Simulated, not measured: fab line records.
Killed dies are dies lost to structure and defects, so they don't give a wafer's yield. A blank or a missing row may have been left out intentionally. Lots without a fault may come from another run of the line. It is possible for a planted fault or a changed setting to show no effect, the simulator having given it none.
Which tool did it? / flow n5-finfet / 8 lots with 24 wafers sampled at 8 steps, on a route of 1938 steps

WHAT EACH GAUGE READ, for each wafer
N5_FIN_SAQP_OVL_MEAS_17.
lot=L608; measured=day 2 21:16; on=overlay-02; FIN_CORE_OVL (nm)=1.2 1.3 1.0
lot=L612; measured=day 3 22:25; on=overlay-02; FIN_CORE_OVL (nm)=-0.5 -0.9 -0.5
lot=L613; measured=day 4 04:43; on=overlay-01; FIN_CORE_OVL (nm)=-0.3 0.1 -1.2
lot=L614; measured=day 4 11:05; on=overlay-01; FIN_CORE_OVL (nm)=0.2 0.5 0.1
lot=L616; measured=day 4 23:31; on=overlay-02; FIN_CORE_OVL (nm)=0.1 1.2 0.3
lot=L622; measured=day 6 09:16; on=overlay-01; FIN_CORE_OVL (nm)=-0.8 -0.1 -0.1
lot=L626; measured=day 7 10:17; on=overlay-01; FIN_CORE_OVL (nm)=-0.7 -0.6 1.3
lot=L627; measured=day 7 15:57; on=overlay-01; FIN_CORE_OVL (nm)=0.4 0.0 0.7

N5_FIN_SAQP_INSPECT_18: inspects for defects (brightfield).
lot=L608; measured=day 2 21:17; on=defect-inspect-01; raw-defect-count=319 461 268
lot=L612; measured=day 3 22:26; on=defect-inspect-02; raw-defect-count=510 528 568
lot=L613; measured=day 4 04:44; on=defect-inspect-01; raw-defect-count=515 535 566
lot=L614; measured=day 4 11:07; on=defect-inspect-02; raw-defect-count=266 489 277
lot=L616; measured=day 4 23:32; on=defect-inspect-02; raw-defect-count=245 1270 524
lot=L622; measured=day 6 09:18; on=defect-inspect-01; raw-defect-count=466 381 437
lot=L626; measured=day 7 10:19; on=defect-inspect-01; raw-defect-count=546 543 753
lot=L627; measured=day 7 15:58; on=defect-inspect-02; raw-defect-count=289 774 483

N5_FIN_SAQP_INSPECT_40: inspects for defects (brightfield).
lot=L608; measured=day 3 01:48; on=defect-inspect-02; raw-defect-count=158 275 170
lot=L612; measured=day 4 03:07; on=defect-inspect-02; raw-defect-count=228 244 249
lot=L613; measured=day 4 09:55; on=defect-inspect-02; raw-defect-count=169 161 265
lot=L614; measured=day 4 17:47; on=defect-inspect-02; raw-defect-count=104 238 250
lot=L616; measured=day 5 05:37; on=defect-inspect-01; raw-defect-count=201 1193 317
lot=L622; measured=day 6 14:11; on=defect-inspect-02; raw-defect-count=256 141 201
lot=L626; measured=day 7 15:11; on=defect-inspect-02; raw-defect-count=288 243 363
lot=L627; measured=day 7 20:13; on=defect-inspect-02; raw-defect-count=120 148 198

N5_FIN_CUT_INSPECT_10: inspects for defects (brightfield).
lot=L608; measured=day 3 02:20; on=defect-inspect-02; raw-defect-count=34 49 30
lot=L612; measured=day 4 03:37; on=defect-inspect-01; raw-defect-count=46 54 60
lot=L613; measured=day 4 10:26; on=defect-inspect-01; raw-defect-count=33 31 48
lot=L614; measured=day 4 18:17; on=defect-inspect-02; raw-defect-count=26 41 53
lot=L616; measured=day 5 06:00; on=defect-inspect-02; raw-defect-count=33 967 54
lot=L622; measured=day 6 14:34; on=defect-inspect-01; raw-defect-count=38 22 44
lot=L626; measured=day 7 15:35; on=defect-inspect-01; raw-defect-count=38 40 44
lot=L627; measured=day 7 20:37; on=defect-inspect-01; raw-defect-count=29 24 45

N5_BEOL_M4_RC_MEAS_101.
lot=L608; measured=day 8 20:38; on=prober-02; DIBL_N (mV/V)=37.6 34.5 35.5; DIBL_P (mV/V)=39.3 35.6 37.1; IOFF_N (nA/um)=0.21 0.15 0.17; IOFF_P (nA/um)=0.27 0.21 0.24; ION_N (uA/um)=679 670 676; ION_P (uA/um)=467 459 473; SS_N (mV/dec)=72.1 71.0 71.4; SS_P (mV/dec)=73.9 72.9 73.0; VT_N (mV)=247 250 251; VT_P (mV)=-246 -247 -248
lot=L612; measured=day 9 22:04; on=prober-02; DIBL_N (mV/V)=36.3 38.0 36.0; DIBL_P (mV/V)=36.0 39.9 36.2; IOFF_N (nA/um)=0.15 0.19 0.15; IOFF_P (nA/um)=0.18 0.26 0.19; ION_N (uA/um)=663 677 667; ION_P (uA/um)=455 462 458; SS_N (mV/dec)=71.7 71.8 71.1; SS_P (mV/dec)=73.6 74.1 73.6; VT_N (mV)=251 249 249; VT_P (mV)=-253 -249 -251
lot=L613; measured=day 10 02:31; on=prober-01; DIBL_N (mV/V)=37.6 34.9 38.6; DIBL_P (mV/V)=38.2 34.9 38.6; IOFF_N (nA/um)=0.20 0.14 0.20; IOFF_P (nA/um)=0.24 0.19 0.25; ION_N (uA/um)=682 667 682; ION_P (uA/um)=460 458 465; SS_N (mV/dec)=72.5 71.6 72.4; SS_P (mV/dec)=74.0 72.9 73.3; VT_N (mV)=248 252 247; VT_P (mV)=-248 -252 -247
lot=L614; measured=day 10 06:25; on=prober-01; DIBL_N (mV/V)=38.0 38.2 36.5; DIBL_P (mV/V)=37.8 37.2 35.5; IOFF_N (nA/um)=0.20 0.20 0.17; IOFF_P (nA/um)=0.24 0.23 0.20; ION_N (uA/um)=686 677 687; ION_P (uA/um)=463 461 469; SS_N (mV/dec)=71.9 72.3 71.7; SS_P (mV/dec)=74.3 73.8 74.4; VT_N (mV)=244 248 249; VT_P (mV)=-250 -251 -252
lot=L616; measured=day 11 11:02; on=prober-02; DIBL_N (mV/V)=39.1 34.3 34.8; DIBL_P (mV/V)=39.8 33.5 35.5; IOFF_N (nA/um)=0.23 0.12 0.14; IOFF_P (nA/um)=0.27 0.17 0.20; ION_N (uA/um)=690 665 667; ION_P (uA/um)=472 457 463; SS_N (mV/dec)=72.2 70.7 70.3; SS_P (mV/dec)=73.6 73.1 72.8; VT_N (mV)=244 254 252; VT_P (mV)=-248 -252 -248
lot=L622; measured=day 12 16:39; on=prober-01; DIBL_N (mV/V)=37.3 37.0 32.9; DIBL_P (mV/V)=36.3 35.8 31.6; IOFF_N (nA/um)=0.18 0.16 0.11; IOFF_P (nA/um)=0.21 0.20 0.15; ION_N (uA/um)=672 682 661; ION_P (uA/um)=458 464 456; SS_N (mV/dec)=72.0 70.6 70.9; SS_P (mV/dec)=73.2 73.4 72.5; VT_N (mV)=248 249 252; VT_P (mV)=-251 -251 -256
lot=L626; measured=day 13 21:09; on=prober-02; DIBL_N (mV/V)=35.9 35.5 35.3; DIBL_P (mV/V)=34.6 34.3 33.3; IOFF_N (nA/um)=0.14 0.14 0.12; IOFF_P (nA/um)=0.20 0.20 0.19; ION_N (uA/um)=676 683 669; ION_P (uA/um)=467 466 464; SS_N (mV/dec)=70.8 71.0 70.5; SS_P (mV/dec)=73.0 72.3 72.7; VT_N (mV)=249 249 254; VT_P (mV)=-252 -251 -252
lot=L627; measured=day 13 23:44; on=prober-02; DIBL_N (mV/V)=34.4 35.2 32.4; DIBL_P (mV/V)=33.0 34.1 30.8; IOFF_N (nA/um)=0.11 0.12 0.09; IOFF_P (nA/um)=0.17 0.18 0.14; ION_N (uA/um)=659 658 653; ION_P (uA/um)=459 459 453; SS_N (mV/dec)=70.6 71.7 70.3; SS_P (mV/dec)=72.5 72.9 71.6; VT_N (mV)=255 255 257; VT_P (mV)=-251 -253 -255

WHAT TOOL EACH LOT RAN ON (gives the tool, then ch and the chambers of the sampled wafers, and finally the start)
lot=L608; N5_FIN_SAQP_PECVD_48=pecvd-01 ch 0,1, day 2 20:43; N5_FIN_SAQP_ETCH_52=rie-diel-04 ch 1,2,3, day 2 21:26; N5_FIN_SAQP_MANDREL_ETCH_22=rie-si-04 ch 1,2, day 2 21:38
lot=L612; N5_FIN_SAQP_PECVD_48=pecvd-01 ch 0,1,2, day 3 21:46; N5_FIN_SAQP_ETCH_52=rie-diel-04 ch 0,1,2, day 3 22:37; N5_FIN_SAQP_MANDREL_ETCH_22=rie-si-06 ch 0,1,3, day 3 22:46
lot=L613; N5_FIN_SAQP_PECVD_48=pecvd-04 ch 1,2, day 4 04:11; N5_FIN_SAQP_ETCH_52=rie-diel-02 ch 1,3, day 4 05:09; N5_FIN_SAQP_MANDREL_ETCH_22=rie-si-03 ch 0,3, day 4 05:20
lot=L614; N5_FIN_SAQP_PECVD_48=pecvd-02 ch 1,2, day 4 10:23; N5_FIN_SAQP_ETCH_52=rie-diel-02 ch 0,2,3, day 4 11:44; N5_FIN_SAQP_MANDREL_ETCH_22=rie-si-06 ch 0,3, day 4 11:56
lot=L616; N5_FIN_SAQP_PECVD_48=pecvd-01 ch 0,1,2, day 4 22:50; N5_FIN_SAQP_ETCH_52=rie-diel-02 ch 1,2,3, day 4 23:53; N5_FIN_SAQP_MANDREL_ETCH_22=rie-si-03 ch 0,2,3, day 5 00:05
lot=L622; N5_FIN_SAQP_PECVD_48=pecvd-02 ch 1,2, day 6 08:44; N5_FIN_SAQP_ETCH_52=rie-diel-04 ch 0,1,3, day 6 09:44; N5_FIN_SAQP_MANDREL_ETCH_22=rie-si-04 ch 1,2,3, day 6 09:55
lot=L626; N5_FIN_SAQP_PECVD_48=pecvd-02 ch 0,1, day 7 09:44; N5_FIN_SAQP_ETCH_52=rie-diel-05 ch 0,2,3, day 7 10:56; N5_FIN_SAQP_MANDREL_ETCH_22=rie-si-06 ch 0,1,3, day 7 11:08
lot=L627; N5_FIN_SAQP_PECVD_48=pecvd-02 ch 1,2, day 7 15:25; N5_FIN_SAQP_ETCH_52=rie-diel-05 ch 2,3, day 7 16:06; N5_FIN_SAQP_MANDREL_ETCH_22=rie-si-06 ch 1,3, day 7 16:17
- N5_FIN_SAQP_PECVD_48: deposits SiNx from SiH4/NH3/N2, target thk 25 nm, time 22.1 s.
- N5_FIN_SAQP_ETCH_52: etches SOC in N2/H2, target depth 100 nm, overetch 20 nm, time 150 s.
- N5_FIN_SAQP_MANDREL_ETCH_22: etches a-Si in HBr/Cl2, stops on SiNx, target depth 60 nm, bt time 10 s, time 30 s.

AS READ BY THE TOOLS THEMSELVES (means over the sampled wafers that have a number; for cases with no such wafer, the mark the record gives instead)
N5_FIN_SAQP_PECVD_48.
lot=L608; tool=pecvd-01; heater-power-w (W)=802; showerhead-plenum-p-Torr (Torr)=5.15; throttle-valve-pct (%)=41.0
lot=L612; tool=pecvd-01; heater-power-w (W)=705; showerhead-plenum-p-Torr (Torr)=5.15; throttle-valve-pct (%)=39.8
lot=L613; tool=pecvd-04; heater-power-w (W)=750; showerhead-plenum-p-Torr (Torr)=5.14; throttle-valve-pct (%)=39.2
lot=L614; tool=pecvd-02; heater-power-w (W)=863; showerhead-plenum-p-Torr (Torr)=5.20; throttle-valve-pct (%)=39.4
lot=L616; tool=pecvd-01; heater-power-w (W)=750; showerhead-plenum-p-Torr (Torr)=5.14; throttle-valve-pct (%)=39.7
lot=L622; tool=pecvd-02; heater-power-w (W)=917; showerhead-plenum-p-Torr (Torr)=5.21; throttle-valve-pct (%)=39.6
lot=L626; tool=pecvd-02; heater-power-w (W)=929; showerhead-plenum-p-Torr (Torr)=5.13; throttle-valve-pct (%)=39.0
lot=L627; tool=pecvd-02; heater-power-w (W)=891; showerhead-plenum-p-Torr (Torr)=5.18; throttle-valve-pct (%)=38.9

N5_FIN_SAQP_ETCH_52.
lot=L608; tool=rie-diel-04; drypump-motor-current-A (A)=5.4; oes-product-au (a.u.)=0.64; rf-vpp-V (V)=523.0; showerhead-plenum-p-Torr (Torr)=2.53; throttle-valve-pct (%)=17.95
lot=L612; tool=rie-diel-04; drypump-motor-current-A (A)=5.7; oes-product-au (a.u.)=0.67; rf-vpp-V (V)=525.5; showerhead-plenum-p-Torr (Torr)=2.58; throttle-valve-pct (%)=17.84
lot=L613; tool=rie-diel-02; drypump-motor-current-A (A)=5.4; oes-product-au (a.u.)=0.70; rf-vpp-V (V)=524.7; showerhead-plenum-p-Torr (Torr)=2.59; throttle-valve-pct (%)=18.07
lot=L614; tool=rie-diel-02; drypump-motor-current-A (A)=5.8; oes-product-au (a.u.)=0.77; rf-vpp-V (V)=522.2; showerhead-plenum-p-Torr (Torr)=2.51; throttle-valve-pct (%)=17.65
lot=L616; tool=rie-diel-02; drypump-motor-current-A (A)=5.8; oes-product-au (a.u.)=0.72; rf-vpp-V (V)=524.0; showerhead-plenum-p-Torr (Torr)=2.52; throttle-valve-pct (%)=17.89
lot=L622; tool=rie-diel-04; drypump-motor-current-A (A)=5.4; oes-product-au (a.u.)=0.72; rf-vpp-V (V)=524.5; showerhead-plenum-p-Torr (Torr)=2.59; throttle-valve-pct (%)=17.73
lot=L626; tool=rie-diel-05; drypump-motor-current-A (A)=5.7; oes-product-au (a.u.)=0.69; rf-vpp-V (V)=525.5; showerhead-plenum-p-Torr (Torr)=2.61; throttle-valve-pct (%)=17.56
lot=L627; tool=rie-diel-05; drypump-motor-current-A (A)=5.7; oes-product-au (a.u.)=0.64; rf-vpp-V (V)=524.2; showerhead-plenum-p-Torr (Torr)=2.54; throttle-valve-pct (%)=17.49

N5_FIN_SAQP_MANDREL_ETCH_22.
lot=L608; tool=rie-si-04; drypump-motor-current-A (A)=5.7; oes-product-au (a.u.)=0.760; throttle-valve-pct (%)=35.15
lot=L612; tool=rie-si-06; drypump-motor-current-A (A)=5.8; oes-product-au (a.u.)=0.783; throttle-valve-pct (%)=35.47
lot=L613; tool=rie-si-03; drypump-motor-current-A (A)=5.3; oes-product-au (a.u.)=0.771; throttle-valve-pct (%)=35.23
lot=L614; tool=rie-si-06; drypump-motor-current-A (A)=6.2; oes-product-au (a.u.)=0.785; throttle-valve-pct (%)=35.76
lot=L616; tool=rie-si-03; drypump-motor-current-A (A)=5.6; oes-product-au (a.u.)=0.762; throttle-valve-pct (%)=35.37
lot=L622; tool=rie-si-04; drypump-motor-current-A (A)=5.7; oes-product-au (a.u.)=0.774; throttle-valve-pct (%)=35.24
lot=L626; tool=rie-si-06; drypump-motor-current-A (A)=5.8; oes-product-au (a.u.)=0.774; throttle-valve-pct (%)=35.49
lot=L627; tool=rie-si-06; drypump-motor-current-A (A)=6.0; oes-product-au (a.u.)=0.773; throttle-valve-pct (%)=35.68

THE ANSWER, worked out from the rows above alone
Rule: the usual values come from the lots themselves. Put in order of their means at a reading, lots are off if they are a third of the lots or fewer, leave a main group of 4 or more, and stand apart from it by a gap of 3 or more times the standard deviation of the main group's means; of several such gaps the widest counts. If all means in a main group match to the digits the tables above print for the reading, that group is not used. A lot without any number at a reading at which 4 lots or more have one is off too. The other lots that the step has rows for count as sound. After the gauges, taken in route order, come the tools' own readings; for these a lot's mean is taken, as printed above. The first step at which some lot is off is used, and at that step the reading that is off furthest; a lot without a number counts as furthest.
Off, at N5_FIN_SAQP_INSPECT_40 on raw-defect-count: L616. The main group has a mean of 213 with a standard deviation of 42.
If a tool, at a process step before that reading, ran all the lots that are off and no sound lot after the first of them, it fits. The gauges at N5_FIN_SAQP_INSPECT_40 aren't tried: what is off there is off at N5_FIN_CUT_INSPECT_10 too, on other tools, and a gauge's error can't cause that. Can't be told from this: 3 tools fit, pecvd-01 at N5_FIN_SAQP_PECVD_48, rie-diel-02 at N5_FIN_SAQP_ETCH_52, rie-si-03 at N5_FIN_SAQP_MANDREL_ETCH_22.

WHAT THE SIMULATOR PUT IN
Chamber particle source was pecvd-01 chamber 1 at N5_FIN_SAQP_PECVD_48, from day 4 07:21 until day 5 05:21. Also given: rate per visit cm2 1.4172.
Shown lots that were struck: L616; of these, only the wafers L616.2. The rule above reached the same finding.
